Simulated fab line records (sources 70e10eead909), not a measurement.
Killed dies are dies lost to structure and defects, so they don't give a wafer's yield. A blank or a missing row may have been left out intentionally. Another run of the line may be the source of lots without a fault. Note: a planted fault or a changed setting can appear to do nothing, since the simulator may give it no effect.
Comparing a struck lot with a sound one / flow nand_harc / 24 out of 1159 route steps
Sound: wafers L512.1, L512.3, L512.5. Wafers L510.1, L510.2, L510.4 were the ones struck. Last of all comes the cause.
Per side, at each step with rows, come the tool, then ch with its chambers, and then its first start. Under that, the readings that differ: sound wafers / struck wafers / difference of the means / sigmas: that difference in standard deviations of wafers without a fault.
alike: a reading whose means differ by less than 2 such deviations, as well as words and numbers matching on both sides. not compared: withheld readings; readings where some wafer has no value; bounds like >300 that might hide an equal value; numbers whose values overlap and for which the record gives no deviation.
Wherever a step has rows on one side only, a row that says differs or no value, or a row with sigmas, the two part there. When numbers do not overlap yet have no deviation, they are printed without sigmas and do not part them. Lack of a reading on every wafer of one side parts them only where that side has two or more wafers.

first, 1 step without rows for these wafers: NHARC_P_M1_SRD_25.
NHARC_P_M1_INSPECT_27:
  sound on defect_inspect-01, day 10 15:29; struck on defect_inspect-01, day 10 06:16
  alike: raw_defect_count
NHARC_P_M1_PRE_CLEAN_32: time 12 s.
  sound on pecvd-04 ch 1,2, day 10 15:34; struck on pecvd-04 ch 1,2, day 10 06:21
  alike: heater_power_w
NHARC_P_M1_DEP_33: deposits SiCN, target thk 30 nm.
  sound on pecvd-04 ch 1,2, day 10 15:41; struck on pecvd-04 ch 1,2, day 10 06:28
  alike: heater_power_w
then, 7 steps without rows for these wafers: NHARC_P_M2_DEP_00 (deposits SiOC, target thk 182.5 nm); NHARC_P_M2_DEHYDRATE_01 (time 120 s); NHARC_P_M2_HMDS_02 (time 30 s); NHARC_P_M2_COAT_34 (time 65 s); NHARC_P_M2_COAT_03 (resist thk 90 nm); NHARC_P_M2_SOFTBAKE_04 (time 55 s); NHARC_P_M2_EBR_05.
NHARC_P_M2_EXPOSE_06: exposes mask P M2, target cd 170 nm.
  sound on arfi_scanner-03 ch 0, day 10 16:46; struck on arfi_scanner-02 ch 0, day 10 07:30
reading=exposure_dose_mJ_cm2; sound=82.3 82.3 82.2; struck=69.9 70.0 70.1; difference=-12.3; sigmas=-20
  alike: mask
then, 2 steps without rows for these wafers: NHARC_P_M2_PEB_07 (peb time 65 s); NHARC_P_M2_DEVELOP_08 (develop time 35 s).
NHARC_P_M2_CD_MEAS_09 targets a cd of 170 nm.
  sound on cd_sem-02 ch 0, day 10 16:54; struck on cd_sem-01 ch 0, day 10 07:38
reading=cd_nm (nm); sound=170.6 170.2 170.8; struck=160.1 160.2 159.1; difference=-10.7; sigmas=-19
NHARC_P_M2_OVL_MEAS_10: pitch 340 nm.
  sound on overlay-02, day 10 16:59; struck on overlay-02, day 10 07:44
reading=overlay_x_nm (nm); sound=-0.3 -1.2 -0.6; struck=1.4 0.8 0.8; difference=+1.7; sigmas=+2
  alike: overlay_y_nm
NHARC_P_M2_INSPECT_11:
  sound on defect_inspect-02, day 10 17:02; struck on defect_inspect-01, day 10 07:46
  alike: raw_defect_count
NHARC_P_M2_DESCUM_14: chemistry O2, time 3 s.
  sound on rie_diel-03 ch 1,2,3, day 10 17:06; struck on rie_diel-12 ch 0,2,3, day 10 07:50
reading=model.P_M2.cd_nm (nm); sound=170.8 170.8 170.6; struck=161 160 159.6; difference=-11; sigmas=
  alike: drypump_motor_current_A, o2_flow_sccm, oes_product_au, rf_vpp_V, showerhead_plenum_p_Torr, throttle_valve_pct
  not compared: rf_hours_counter_h
NHARC_P_M2_ETCH_35: etches the open film in N2/H2, target depth 40 nm, overetch 12 nm, time 43.94 s.
  sound on rie_diel-03 ch 0,3, day 10 17:10; struck on rie_diel-12 ch 1,2,3, day 10 08:00
  alike: drypump_motor_current_A, oes_product_au, rf_vpp_V, showerhead_plenum_p_Torr, throttle_valve_pct
  not compared: rf_hours_counter_h
NHARC_P_M2_ETCH_15: etches the open film in C4F8/Ar, target depth 182.5 nm, time 91.2 s.
  sound on rie_diel-03 ch 0,1; struck on rie_diel-12 ch 0,1,2
  alike: oes_product_au, rf_vpp_V
  not compared: rf_hours_counter_h
NHARC_P_M2_CD_MEAS_16:
  sound on cd_sem-02, day 10 17:23; struck on cd_sem-02, day 10 08:13
reading=cd_nm (nm); sound=171.8 171.1 171.6; struck=161.3 159.6 159.2; difference=-11.5; sigmas=-15
NHARC_P_M2_STRIP_18: strips in N2/H2.
  sound on rie_diel-09 ch 0,2, day 10 17:31; struck on rie_diel-09 ch 0,2,3, day 10 08:18
  alike: drypump_motor_current_A, oes_product_au, rf_vpp_V, showerhead_plenum_p_Torr, throttle_valve_pct
  not compared: rf_hours_counter_h
NHARC_P_M2_ETCH_28: etches the open film in CF4/N2, target depth 30 nm, time 72.99 s.
  sound on rie_diel-09 ch 0,2,3; struck on rie_diel-09 ch 0,1,2
reading=model.P_M2.cd_nm (nm); sound=171.3 170.5 171; struck=160.7 158.9 158.6; difference=-11.5; sigmas=
  alike: drypump_motor_current_A, oes_product_au, rf_vpp_V, showerhead_plenum_p_Torr, throttle_valve_pct
  not compared: rf_hours_counter_h
then, 1 step without rows for these wafers: NHARC_P_M2_STRIP_19 (strips in post etch residue remover, time 600 s).

## WHERE THEY PART
Last at NHARC_P_M2_CD_MEAS_16 as far as this record goes, first at NHARC_P_M2_EXPOSE_06. Later steps at which nothing parts them and some readings are alike: NHARC_P_M2_STRIP_18, NHARC_P_M2_ETCH_28.

WHY: what had been put in by the simulator
Process parameter drift: arfi_scanner-02, from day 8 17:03 on, at NHARC_P_M2_EXPOSE_06. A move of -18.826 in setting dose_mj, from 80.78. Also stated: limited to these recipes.
